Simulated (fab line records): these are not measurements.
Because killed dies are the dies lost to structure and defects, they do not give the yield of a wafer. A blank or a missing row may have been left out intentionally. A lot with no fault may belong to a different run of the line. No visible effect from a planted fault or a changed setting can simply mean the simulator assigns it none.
Chamber matching / flow n5_finfet / rie_diel-06 running N5_SD_EPI_P_ETCHBACK_46: 4 sister chambers
The step etches SiNx in CH3F/O2, stops on SiO2, target depth 17.5 nm. 8 wafers are shown with their chamber, then 9 later ones without.

== EACH WAFER AND ITS CHAMBER ==
wafer=L082.4; chamber=0; showerhead_plenum_p_Torr (Torr)=1.95; oes_product_au (a.u.)=0.75
wafer=L082.6; chamber=1; showerhead_plenum_p_Torr (Torr)=1.89; oes_product_au (a.u.)=0.58
wafer=L087.2; chamber=1; showerhead_plenum_p_Torr (Torr)=1.89; oes_product_au (a.u.)=0.59
wafer=L087.4; chamber=2; showerhead_plenum_p_Torr (Torr)=2.07; oes_product_au (a.u.)=0.58
wafer=L087.6; chamber=3; showerhead_plenum_p_Torr (Torr)=1.93; oes_product_au (a.u.)=0.65
wafer=L092.2; chamber=2; showerhead_plenum_p_Torr (Torr)=2.07; oes_product_au (a.u.)=0.58
wafer=L092.5; chamber=3; showerhead_plenum_p_Torr (Torr)=1.92; oes_product_au (a.u.)=0.64
wafer=L092.6; chamber=0; showerhead_plenum_p_Torr (Torr)=1.95; oes_product_au (a.u.)=0.73

== WAFERS WITHOUT THEIR CHAMBER ==
wafer=L093.3; showerhead_plenum_p_Torr (Torr)=2.14; oes_product_au (a.u.)=0.82
wafer=L093.4; showerhead_plenum_p_Torr (Torr)=1.92; oes_product_au (a.u.)=0.64
wafer=L093.5; showerhead_plenum_p_Torr (Torr)=2.14; oes_product_au (a.u.)=0.82
wafer=L095.1; showerhead_plenum_p_Torr (Torr)=2.14; oes_product_au (a.u.)=0.80
wafer=L095.5; showerhead_plenum_p_Torr (Torr)=1.95; oes_product_au (a.u.)=0.72
wafer=L095.6; showerhead_plenum_p_Torr (Torr)=2.14; oes_product_au (a.u.)=0.79
wafer=L097.1; showerhead_plenum_p_Torr (Torr)=2.07; oes_product_au (a.u.)=0.81
wafer=L097.4; showerhead_plenum_p_Torr (Torr)=2.07; oes_product_au (a.u.)=0.81
wafer=L097.5; showerhead_plenum_p_Torr (Torr)=1.92; oes_product_au (a.u.)=0.63

== EACH ONE'S CHAMBER ==
wafer=L093.3; from the rows above=2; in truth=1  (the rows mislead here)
wafer=L093.4; from the rows above=3; in truth=3
wafer=L093.5; from the rows above=2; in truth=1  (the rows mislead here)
wafer=L095.1; from the rows above=2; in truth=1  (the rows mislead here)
wafer=L095.5; from the rows above=0; in truth=0
wafer=L095.6; from the rows above=2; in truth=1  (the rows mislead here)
wafer=L097.1; from the rows above=2; in truth=2
wafer=L097.4; from the rows above=2; in truth=2
wafer=L097.5; from the rows above=3; in truth=3
Placed correctly: 5 of 9. From these rows, 0 cannot be placed. Placed wrongly: 4.
How it was worked out, from the rows above alone: a wafer's distance from a chamber is the root of the sum, over the readings, of the square of ((its reading less the chamber's mean) divided by the reading's scatter). The wafer belongs to the nearest chamber; if the next one is less than 2 further off, it can't be placed. The mean given for a chamber averages the wafers shown for that chamber. The scatter: the root of (the sum of the squares of (reading less its chamber's mean) over the shown wafers, divided by (wafers less chambers)).
